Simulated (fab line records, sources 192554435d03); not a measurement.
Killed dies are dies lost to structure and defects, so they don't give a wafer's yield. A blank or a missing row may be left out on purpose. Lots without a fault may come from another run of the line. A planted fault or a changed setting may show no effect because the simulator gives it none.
fab line records | flow n5_finfet
record lots=5 wafers=15 last_day=18
route steps=1938 shown BEOL_M11@1587 PASSIVATION@1936
lots that met no fault: from a run of the same line without faults
start_h: hours from the record's first day to the start of the lot's first wafer shown | wait_h: hours since the lot's step before | " the same as in the row above | L1.1+2: a row that stands for several wafers | - no value, or no start given | * or withheld: withheld | < > ~ a bound
route shown NAME@n: a module of which the file shows steps, and the number in the route of the first | usual: mean/standard deviation of fault-free wafers | same: alike in all rows | chamber/n: place in a boat | sites: the reading at each site | _std_site: their standard deviation | _edge_site: outer sites' mean less inner sites' | radius_mm: how far each site lies from the wafer's centre | mask NAME#n: copy n | behind: the tool/chamber that last shaped the wafer | hold: why the lot was held/for how many hours/how that ended | device: the transistor (n, p or np) that didn't switch | end of line: the same wafers' tests at the end of the route | a step without rows: its recipe alone | killed: dies lost to structure and defects at the first sort, not the wafer's yield | map: a wafer's dies, x killed, . not, _ none there
set.NAME: the setting as run; set.NAME@STEP: as run at that earlier step | model.NAME: the simulator's own value behind a step, which no gauge read
lots at some steps of the route; a table a step, a row a wafer
services: from which hour (start_h, from the record's first day; less than 0 if before it) a tool's chamber was out of use, for how many hours, and why
## steps
# step N5_BEOL_M11_CURE_72
# recipe temp_c=370 time_s=120 ambient=DMADMS/He material=SiCOH_lowk
# step N5_BEOL_M11_DEGAS_44
# recipe ambient=vacuum temp_c=250 time_s=60
# usual heater_power_w=328/41
# columns lot.wafer tool chamber start_h wait_h heater_power_w
L179.2 pvd_sputter-02 - 290.12 0.2 313
L179.3 " - " " 301
L179.5 " - " " 308
L180.2 pvd_sputter-03 - 302.34 4.2 324
L180.3 " - " " 358
L180.6 " - " " 352
L186.3 pvd_sputter-01 - 335.99 0.4 246
L186.4 " - " " 277
L186.5 " - " " 383
L192.2 pvd_sputter-03 - 361.07 0.7 360
L192.3 " - " " 346
L192.5 " - " " 357
L191.1 pvd_sputter-01 - 374.05 1.8 251
L191.2 " - " " 368
L191.5 " - " " 371
# step N5_BEOL_M11_PRE_CLEAN_45
# recipe gas=H2/He time_s=30 temp_c=250
# usual heater_power_w=329/41
# columns lot.wafer tool chamber start_h wait_h heater_power_w
L179.2 pvd_sputter-02 - 290.16 0.0 314
L179.3 " - " " 309
L179.5 " - " " 320
L180.2 pvd_sputter-03 - 302.38 0.0 333
L180.3 " - " " 360
L180.6 " - " " 367
L186.3 pvd_sputter-01 - 336.04 0.0 253
L186.4 " - " " 294
L186.5 " - " " 376
L192.2 pvd_sputter-03 - 361.11 0.0 365
L192.3 " - " " 349
L192.5 " - " " 355
L191.1 pvd_sputter-01 - 374.09 0.0 243
L191.2 " - " " 376
L191.5 " - " " 379
# step N5_BEOL_M11_ALD_74
# recipe material=TaN target_thk_a=20 temp_c=275 ald_precursor_family=PDMAT ald_co_reactant=NH3 pressure_torr=3 carrier_flow_sccm=1500 pulse_time_s=2 purge_time_s=3 co_reactant_purge_time_s=2 co_reactant_pulse_time_s=3 ald_cycles=40 precursor_vessel_temp_c=75 precursor_vessel_pressure_torr=26.25 precursor_vessel_carrier_sccm=1000
# usual heater_power_w=420/48
# columns lot.wafer tool chamber start_h wait_h heater_power_w
L179.2 ald_metal-02 1 290.22 0.0 414
L179.3 " 2 " " 392
L179.5 " 2 " " 377
L180.2 ald_metal-03 1 302.44 0.0 467
L180.3 " 2 " " 400
L180.6 " 2 " " 395
L186.3 ald_metal-02 1 336.10 0.0 409
L186.4 " 0 " " 393
L186.5 " 3 " " 371
L192.2 ald_metal-01 3 361.20 0.1 455
L192.3 " 0 " " 383
L192.5 " 2 " " 467
L191.1 ald_metal-01 1 374.20 0.1 503
L191.2 " 0 " " 391
L191.5 " 1 " " 509
# step N5_BEOL_M11_SURFACE_TREAT_76
# recipe gas=Ar time_s=* ion_energy_ev=* ion_current_ma_cm2=0.5 pressure_mtorr=* ar_flow_sccm=30
# usual throttle_valve_pct=*
# columns lot.wafer tool chamber start_h wait_h throttle_valve_pct
L179.2 pvd_sputter-03 - 290.52 0.2 *
L179.3 " - " " *
L179.5 " - " " *
L180.2 pvd_sputter-03 - 303.01 0.4 *
L180.3 " - " " *
L180.6 " - " " *
L186.3 pvd_sputter-03 - 336.44 0.2 *
L186.4 " - " " *
L186.5 " - " " *
L192.2 pvd_sputter-02 - 361.58 0.2 *
L192.3 " - " " *
L192.5 " - " " *
L191.1 pvd_sputter-01 - 374.51 0.2 *
L191.2 " - " " *
L191.5 " - " " *
# step N5_BEOL_M11_CVD_75
# recipe material=Co target_thk_a=20 temp_c=withheld precursor=CCTBA/H2 pressure_torr=30 time_s=138.9
# step N5_BEOL_M11_SPUTTER_48
# recipe material=Cu target_thk_a=120 temp_c=-20 bias_v=60 power_w=26000 chamber_pressure_pa=0.13 time_s=2
# step N5_BEOL_M11_ECD_50
# recipe material=Cu target_thk_a=3180
# step N5_BEOL_M11_ANNEAL_51
# recipe temp_c=225 time_s=90 ambient=N2
# usual wafer_temp_C_max=225.9/0.34
# columns lot.wafer tool chamber start_h wait_h wafer_temp_C_max
L179.2 rtp_anneal-01 0 291.83 0.7 225.8
L179.3 " 0 " " 225.4
L179.5 " 0 " " 225.7
L180.2 rtp_anneal-01 0 304.49 0.8 225.7
L180.3 " 0 " " 225.8
L180.6 " 0 " " 225.7
L186.3 rtp_anneal-02 0 337.46 0.4 226.3
L186.4 " 0 " " 225.7
L186.5 " 0 " " 225.9
L192.2 rtp_anneal-01 0 362.46 0.4 225.6
L192.3 " 0 " " 225.5
L192.5 " 0 " " 225.5
L191.1 rtp_anneal-02 0 374.97 0.1 226.1
L191.2 " 0 " " 225.6
L191.5 " 0 " " 225.8
# step N5_BEOL_M11_CMP_52
# recipe stop_on=SiCOH_lowk t_overpolish_s=7 down_force_psi=1 platen_rpm=50 clearing_platen_down_force_psi=1.5 clearing_platen_rpm=50 post_cmp_clean=cu_alkaline target_thk_nm=140 clearing_platen_pad_velocity_m_s=0.99484 pad_velocity_m_s=0.99484
# step N5_BEOL_M11_THK_MEAS_53
# recipe thk_meas_gauge=xrf reads=Cu_of_BEOL_M11_ECD_50
# usual M11_THK=141.1/2.1
# columns lot.wafer tool chamber start_h wait_h M11_THK[nm]
L179.2 film_metro-02 - 292.38 - 143.7
L179.3 " - " " 140.8
L179.5 " - " " 141.9
L180.2 film_metro-02 - 305.20 - 143.5
L180.3 " - " " 140.7
L180.6 " - " " 138.3
L186.3 film_metro-01 - 337.97 - 139.9
L186.4 " - " " 141.7
L186.5 " - " " 139.3
L192.2 film_metro-01 - 363.00 - 143.2
L192.3 " - " " 140.7
L192.5 " - " " 143.5
L191.1 film_metro-02 - 375.57 - 142.2
L191.2 " - " " 142.4
L191.5 " - " " 141.0
# step N5_BEOL_M11_PRE_CLEAN_55
# recipe gas=NH3 time_s=15 temp_c=withheld rf_power_w=300
# step N5_BEOL_M11_DEP_56
# recipe material=SiCN target_thk_a=300 temp_c=withheld precursor=3MS/NH3 pressure_torr=3 rf_w=675 time_s=10.5
# usual showerhead_plenum_p_Torr=4.160/0.017 throttle_valve_pct=18.4/1.4
# columns lot.wafer tool chamber start_h wait_h showerhead_plenum_p_Torr throttle_valve_pct model.SiCN_of_BEOL_M11_DEP_56.thk_nm
L179.2 pecvd-03 2 292.44 0.0 4.179 16.5 29.6
L179.3 " 1 " " 4.174 19.5 29.8
L179.5 " 2 " " 4.158 16.3 30
L180.2 pecvd-04 1 305.26 0.0 4.175 17.2 29.8
L180.3 " 2 " " 4.139 17.4 29.8
L180.6 " 1 " " 4.166 17.2 30.4
L186.3 pecvd-03 1 338.06 0.0 4.186 19.6 30
L186.4 " 2 " " 4.168 16.9 43.8
L186.5 " 2 " " 4.175 16.8 30
L192.2 pecvd-04 2 363.06 0.0 4.136 17.7 29.6
L192.3 " 0 " " 4.162 20.6 30
L192.5 " 1 " " 4.173 17.3 30.4
L191.1 pecvd-02 2 375.63 0.0 4.143 18.5 29.6
L191.2 " 0 " " 4.136 20.6 30
L191.5 " 0 " " 4.138 20.6 30.2
# step N5_BEOL_M11_RS_MEAS_57
# recipe thk_meas_gauge=four-point-probe reads=Cu_of_BEOL_M11_ECD_50+Co_of_BEOL_M11_CVD_75+TaN_of_BEOL_M11_ALD_74
# usual M11_RS=0.1510/0.0024
# columns lot.wafer tool chamber start_h wait_h M11_RS[ohm/sq]
L179.2 film_metro-01 - 292.51 0.0 0.1485
L179.3 " - " " 0.1526
L179.5 " - " " 0.1504
L180.2 film_metro-02 - 305.32 0.0 0.1481
L180.3 " - " " 0.1516
L180.6 " - " " 0.1548
L186.3 film_metro-01 - 338.13 0.0 0.1515
L186.4 " - " " 0.1503
L186.5 " - " " 0.1519
L192.2 film_metro-01 - 363.13 0.0 0.1501
L192.3 " - " " 0.1535
L192.5 " - " " 0.1496
L191.1 film_metro-02 - 375.69 0.0 0.1486
L191.2 " - " " 0.1483
L191.5 " - " " 0.1498
# step N5_PASSIVATION_PROBE_49
# usual defect_limited_yield=91.2/1.5 killed_at_M0_to_M3=32/9.6 killed_at_M4_up=13/5.3 killed_at_contacts=13/6.7 killed_at_front_end=42/11 killed_at_other=3.8/2.9 killed_dies=103/17 killed_open=67/13 killed_short=35/7.9 sort_bin_5_function=5.2/0.94 sort_bin_6_memory=3.3/0.64 sort_n_pass=1077/17 sort_yield_pct=91.2/1.5
# same gross_dies=1180 killed_at_back_side=0 sort_bin_4_leakage[%]=0 sort_bin_8_speed[%]=0
# columns lot.wafer tool chamber start_h wait_h defect_limited_yield[%] killed_at_M0_to_M3 killed_at_M4_up killed_at_contacts killed_at_front_end killed_at_other killed_dies killed_open killed_short sort_bin_5_function[%] sort_bin_6_memory[%] sort_n_pass sort_yield_pct[%]
L179.2 prober-02 - 328.39 0.1 89.7 25 16 13 60 8 122 69 50 5.9 3.7 1058 89.7
L179.3 prober-02 - 328.44 0.1 91.7 24 16 23 31 4 98 60 35 4.9 3.1 1082 91.7
L179.5 prober-02 - 328.54 0.2 90.5 32 8 19 52 1 112 79 32 5.5 3.9 1068 90.5
L180.2 prober-02 - 348.01 0.1 92.6 52 11 4 17 3 87 57 30 4.0 3.2 1093 92.6
L180.3 prober-02 - 348.06 0.1 91.8 47 15 5 30 0 97 61 34 4.7 3.2 1083 91.8
L180.6 prober-02 - 348.21 0.3 91.9 34 16 7 36 3 96 57 39 4.2 3.6 1084 91.9
L186.3 prober-01 - 378.47 0.1 91.4 22 8 4 58 9 101 63 38 5.5 2.5 1079 91.4
L186.4 prober-01 - 378.52 0.2 91.3 30 12 5 51 5 103 77 26 5.8 2.8 1077 91.3
L186.5 prober-01 - 378.57 0.2 90.0 40 17 9 41 11 118 83 35 5.8 3.9 1062 90.0
L192.2 prober-01 - 414.99 0.1 90.2 55 9 16 32 4 116 78 37 4.8 4.2 1064 90.2
L192.3 prober-01 - 415.04 0.1 91.7 31 15 10 40 2 98 63 32 4.7 3.3 1082 91.7
L192.5 prober-01 - 415.14 0.2 91.2 44 14 13 30 3 104 65 37 5.2 3.2 1076 91.2
L191.1 prober-02 - 424.52 0.0 90.9 31 17 17 41 1 107 66 38 5.2 3.1 1073 90.9
L191.2 prober-02 - 424.57 0.1 92.6 24 20 15 27 1 87 60 25 4.5 2.7 1093 92.6
L191.5 prober-02 - 424.72 0.2 89.5 28 26 13 50 7 124 66 56 6.0 3.7 1056 89.5
# killed by level:class
L179.2 STI_FIN_REVEAL:geometric_particle:open=16 MOL_CONTACT_COAG:geometric_particle:open=10 FIN_SAQP:geometric_particle:short=9 FIN_SAQP:geometric_particle:open=9 BEOL_M0_SAQP:geometric_particle:short=9 DUMMY_GATE:geometric_particle:open=7 BEOL_M3:geometric_particle:open=5 BEOL_M4:geometric_particle:open=5
L179.3 MOL_CONTACT_COAG:geometric_particle:open=18 BEOL_M4:geometric_particle:open=9 BEOL_M0_SAQP:geometric_particle:short=8 FIN_SAQP:geometric_particle:short=7 FIN_SAQP:geometric_particle:open=5 MOL_CONTACT_COAG:geometric_particle:short=5 BEOL_M0_SAQP:geometric_particle:open=5 STI_FIN_REVEAL:geometric_particle:open=3
L179.5 FIN_SAQP:geometric_particle:open=23 MOL_CONTACT_COAG:geometric_particle:open=16 FIN_SAQP:geometric_particle:short=11 BEOL_M3:geometric_particle:open=7 BEOL_M2:geometric_particle:open=6 STI_FIN_REVEAL:geometric_particle:open=6 BEOL_M0_SAQP:geometric_particle:short=6 DUMMY_GATE:geometric_particle:open=5
L180.2 BEOL_M1:geometric_particle:open=13 BEOL_M0_SAQP:geometric_particle:open=9 BEOL_M0_SAQP:geometric_particle:short=8 FIN_SAQP:geometric_particle:open=6 BEOL_M1:geometric_particle:short=6 BEOL_M3:geometric_particle:open=6 MOL_CONTACT_COAG:geometric_particle:open=4 BEOL_M0:geometric_particle:short=3
L180.3 BEOL_M2:geometric_particle:open=12 BEOL_M0_SAQP:geometric_particle:open=11 FIN_SAQP:geometric_particle:short=8 BEOL_M3:geometric_particle:open=6 BEOL_M0_SAQP:geometric_particle:short=5 BEOL_M1:geometric_particle:open=5 FIN_SAQP:geometric_particle:open=4 DUMMY_GATE:geometric_particle:open=4
L180.6 FIN_SAQP:geometric_particle:short=10 FIN_SAQP:geometric_particle:open=8 BEOL_M3:geometric_particle:open=8 BEOL_M0_SAQP:geometric_particle:open=7 BEOL_M0_SAQP:geometric_particle:short=7 BEOL_M1:geometric_particle:open=6 MOL_CONTACT_COAG:geometric_particle:open=5 DUMMY_GATE:geometric_particle:open=3
L186.3 FIN_SAQP:geometric_particle:open=13 STI_FIN_REVEAL:geometric_particle:open=13 GATE_CUT:geometric_particle:open=10 FIN_SAQP:geometric_particle:short=9 BEOL_M1:geometric_particle:open=7 GATE_CUT:geometric_particle:short=4 MOL_CONTACT_COAG:geometric_particle:open=4 BEOL_M3:geometric_particle:open=4
L186.4 FIN_SAQP:geometric_particle:open=27 BEOL_M1:geometric_particle:open=14 STI_FIN_REVEAL:geometric_particle:open=7 FIN_SAQP:geometric_particle:short=4 STARTING-WAFER:geometric_particle:short=4 BEOL_M0_SAQP:geometric_particle:open=4 MOL_CONTACT_COAG:geometric_particle:short=3 BEOL_M0_SAQP:geometric_particle:short=3
L186.5 STI_FIN_REVEAL:geometric_particle:open=12 FIN_SAQP:geometric_particle:open=10 BEOL_M2:geometric_particle:open=10 BEOL_M1:geometric_particle:open=9 MOL_CONTACT_COAG:geometric_particle:open=6 BEOL_M3:geometric_particle:open=6 PAD_METAL:geometric_particle:open=5 DUMMY_GATE:geometric_particle:open=5
L192.2 BEOL_M1:geometric_particle:open=18 MOL_CONTACT_COAG:geometric_particle:open=15 BEOL_M2:geometric_particle:open=13 BEOL_M0_SAQP:geometric_particle:short=8 FIN_SAQP:geometric_particle:short=6 BEOL_M3:geometric_particle:open=6 FIN_SAQP:geometric_particle:open=5 STARTING-WAFER:geometric_particle:short=5
L192.3 STI_FIN_REVEAL:geometric_particle:open=10 MOL_CONTACT_COAG:geometric_particle:open=9 BEOL_M1:geometric_particle:open=9 BEOL_M2:geometric_particle:open=7 FIN_SAQP:geometric_particle:short=6 GATE_CUT:geometric_particle:short=6 STI_FIN_REVEAL:geometric_particle:short=4 BEOL_M0_SAQP:geometric_particle:short=4
L192.5 MOL_CONTACT_COAG:geometric_particle:open=11 BEOL_M0_SAQP:geometric_particle:open=10 BEOL_M1:geometric_particle:open=9 BEOL_M3:geometric_particle:open=7 BEOL_M0:geometric_particle:short=6 BEOL_M0_SAQP:geometric_particle:short=5 STARTING-WAFER:geometric_particle:short=5 FIN_SAQP:geometric_particle:open=4
L191.1 FIN_SAQP:geometric_particle:open=13 MOL_CONTACT_COAG:geometric_particle:open=9 MOL_CONTACT_COAG:geometric_particle:short=8 FIN_SAQP:geometric_particle:short=7 BEOL_M2:geometric_particle:open=7 DUMMY_GATE:geometric_particle:open=6 BEOL_M0_SAQP:geometric_particle:short=6 BEOL_M2:geometric_particle:short=6
L191.2 MOL_CONTACT_COAG:geometric_particle:open=11 BEOL_M4:geometric_particle:open=8 BEOL_M0_SAQP:geometric_particle:open=8 FIN_SAQP:geometric_particle:short=7 FIN_SAQP:geometric_particle:open=6 BEOL_M5:geometric_particle:open=6 MOL_CONTACT_COAG:geometric_particle:short=4 BEOL_M3:geometric_particle:open=4
L191.5 FIN_SAQP:geometric_particle:short=15 FIN_SAQP:geometric_particle:open=11 MOL_CONTACT_COAG:geometric_particle:open=10 BEOL_M4:geometric_particle:open=8 BEOL_M2:geometric_particle:short=7 GATE_CUT:geometric_particle:short=6 BEOL_M0_SAQP:geometric_particle:open=6 BEOL_M2:geometric_particle:open=6
## services
# columns tool chamber start_h hours kind
ald_metal-02 0 267.52 25.1 repair
pvd_sputter-03 - 271.86 1.3 repair
ald_metal-03 2 290.71 5.9 repair
ald_metal-03 - 298.34 1.1 repair
pecvd-04 - 300.67 1.8 repair
ald_metal-01 2 304.44 2.0 repair
ald_metal-02 - 305.80 8.7 pm
pecvd-03 0 333.37 5.5 scheduled_down
ald_metal-01 - 337.25 14.0 pm
ald_metal-01 0 337.25 14.0 vent_cycle
ald_metal-01 1 337.25 14.0 vent_cycle
ald_metal-01 2 337.25 14.0 vent_cycle
ald_metal-01 3 337.25 14.0 vent_cycle
pecvd-03 0 347.29 2.1 scheduled_down
ald_metal-01 0 351.25 - clean
ald_metal-01 1 351.25 - clean
ald_metal-01 2 351.25 - clean
ald_metal-01 3 351.25 - clean
## key
first_sign none at tools or gauges
model_effect step=N5_BEOL_M11_DEP_56 value=SiCN_of_BEOL_M11_DEP_56.thk_nm without=29.8 struck=43.8
met_at N5_BEOL_M11_DEP_56
struck_wafers L186.4
onset_between 292.44 338.06
fault kind=process_parameter_drift tool=pecvd-03 chamber=- onset_h=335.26 steps=N5_BEOL_M11_DEP_56 channel=time_s offset=* shape=step end_h=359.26 scope=struck_wafers_only acts_in=* stated=*
